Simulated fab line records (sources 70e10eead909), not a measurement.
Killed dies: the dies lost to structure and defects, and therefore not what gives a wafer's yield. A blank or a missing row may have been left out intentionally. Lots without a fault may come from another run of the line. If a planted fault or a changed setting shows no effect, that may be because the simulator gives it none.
Comparing a struck lot with a sound one + flow nand-harc + 19 steps out of a route of 1159
Sound: the wafers L277.1, L277.3, L277.4. Struck: wafers L287.2, L287.4, L287.5. The cause is named last.
At each step with rows: each side's tool, then ch and its chambers, then its first start. Under that, the readings that differ: sound wafers + struck wafers + difference of the means + sigmas: that difference in standard deviations of wafers without a fault.
alike: words and numbers the same on both sides, and readings whose means are apart by under 2 such deviations; not compared: readings that were withheld, readings missing a value for some wafer, numbers with overlapping values and no deviation given by the record, and bounds like >300 which may hide the same value.
A row with sigmas, a row that says differs or no value, or rows on one side alone: a step with any of these is where the two part. Numbers that don't overlap but have no deviation are shown without sigmas and don't part them. Lack of a reading on every wafer of one side parts them only where that side has two or more wafers.

first, 7 steps without rows for these wafers: NHARC_P_ZERO_WELL_HMDS_45 (time 30 s); NHARC_P_ZERO_WELL_COAT_46; NHARC_P_ZERO_WELL_SOFTBAKE_47 (time 95 s); NHARC_P_ZERO_WELL_EBR_48; NHARC_P_ZERO_WELL_EXPOSE_49 (exposes mask P HVPW, target cd 2000 nm); NHARC_P_ZERO_WELL_PEB_50 (peb time 85 s); NHARC_P_ZERO_WELL_DEVELOP_51 (time 70 s).
NHARC_P_ZERO_WELL_CD_MEAS_52: target cd 2000 nm.
  sound on cd-sem-03 ch 0, day 3 05:37; struck on cd-sem-01 ch 0, day 5 17:50
  alike: cd-nm
then, 1 step without rows for these wafers: NHARC_P_ZERO_WELL_HARDBAKE_53 (time 80 s).
NHARC_P_ZERO_WELL_DESCUM_54: chemistry O2, time 3 s.
  sound on rie-diel-10 ch 0,1,3, day 3 05:47; struck on rie-diel-10 ch 0,2, day 5 17:59
  alike: drypump-motor-current-A, oes-product-au, rf-vpp-V, showerhead-plenum-p-Torr, throttle-valve-pct
  not compared: rf-hours-counter-h
then, 2 steps without rows for these wafers: NHARC_P_ZERO_WELL_IMPLANT_55; NHARC_P_ZERO_WELL_IMPLANT_61.
NHARC_P_ZERO_WELL_STRIP_56: strips in SPM, time 840 s.
  sound on wet-bench-05 ch 0,2,7, day 3 06:19; struck on wet-bench-05 ch 3,5,6, day 5 18:32
then, 2 steps without rows for these wafers: NHARC_P_ZERO_WELL_PRECLEAN_68 (cleans in SC1, time 60 s); NHARC_P_ZERO_WELL_SRD_69.
NHARC_P_ZERO_WELL_RTA_42: time 300 s.
  sound on rtp-anneal-02 ch 0, day 3 06:46; struck on rtp-anneal-01 ch 0, day 5 19:04
| reading            | sound    | struck   | difference | sigmas |
|--------------------|----------|----------|------------|--------|
| lamp-power-pct (%) | 44 44 44 | 33 33 33 | -11        | -2     |
  alike: wafer_temp_C_max
NHARC_P_ZERO_WELL_INSPECT_43:
  sound: defect-inspect-02 at day 3 07:26; struck: defect-inspect-01 at day 5 19:38
| reading          | sound   | struck      | difference | sigmas      |
|------------------|---------|-------------|------------|-------------|
| raw-defect-count | 7 16 11 | 634 666 674 | +647       | +99 or more |
then, 1 step without rows for these wafers: NHARC_P_STI_ETCH_26 (etches SiO2 in dHF, target depth 11 nm).
-- the record jumps here: 17 days lie between the struck wafers' starts before and after (it left off in module P_STI and takes up again in module END, whose first step shown is number 1159 of the route) --
NHARC_END_SORT_01:
  here the record holds rows for the struck wafers (prober-01 ch 0, day 23 03:40) but none for the sound ones

== WHERE THEY PART ==
Last at NHARC_END_SORT_01 as far as this record goes, first at NHARC_P_ZERO_WELL_RTA_42.

WHY: the cause the simulator had injected
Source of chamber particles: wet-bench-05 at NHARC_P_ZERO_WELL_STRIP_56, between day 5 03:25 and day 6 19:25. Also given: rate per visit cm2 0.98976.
